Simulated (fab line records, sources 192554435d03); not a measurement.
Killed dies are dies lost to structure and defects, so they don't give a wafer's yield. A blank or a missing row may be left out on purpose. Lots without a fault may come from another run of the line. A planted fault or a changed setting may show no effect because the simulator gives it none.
Chamber matching | flow n5_finfet | N5_BEOL_M11_ETCH_66 on rie_diel-06: 4 sister chambers
The step etches SOC in N2/H2, target depth 120 nm, overetch 24 nm, time 180 s. 4 wafers are shown with their chamber, then 11 later ones without.

WAFERS WITH THEIR CHAMBER
wafer  | chamber | showerhead_plenum_p_Torr (Torr)
L082.5 | 1       | 2.43
L085.3 | 0       | 2.46
L085.4 | 2       | 2.73
L088.1 | 3       | 2.41

WAFERS WITHOUT THEIR CHAMBER
wafer  | showerhead_plenum_p_Torr (Torr)
L088.3 | 2.43
L088.4 | 2.46
L094.1 | 2.42
L094.3 | 2.40
L094.5 | 2.73
L095.4 | 2.46
L095.5 | 2.73
L095.6 | 2.40
L097.2 | 2.73
L097.3 | 2.40
L097.5 | 2.45

WHICH CHAMBER EACH WENT THROUGH
wafer  | from the rows above     | in truth
L088.3 | 1                       | 1
L088.4 | 0                       | 0
L094.1 | can't be placed: 3 or 1 | 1
L094.3 | 3                       | 3
L094.5 | 2                       | 2
L095.4 | 0                       | 0
L095.5 | 2                       | 2
L095.6 | 3                       | 3
L097.2 | 2                       | 2
L097.3 | 3                       | 3
L097.5 | can't be placed: 0 or 1 | 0
Placed correctly: 9 of 11. Can't be placed from these rows: 2 (the true chamber is among the candidates in 2). Placed wrongly: 0.
How it was worked out, from the rows above alone: a wafer's distance from a chamber is the root of the sum, over the readings, of the square of ((its reading less the chamber's mean) divided by the reading's scatter). The wafer belongs to the nearest chamber; if the next one is less than 2 further off, it can't be placed. A chamber's mean is the mean of its shown wafers. The scatter: with one shown wafer a chamber, the root of the mean of the squares of how far each hidden wafer lies from its nearest shown one.
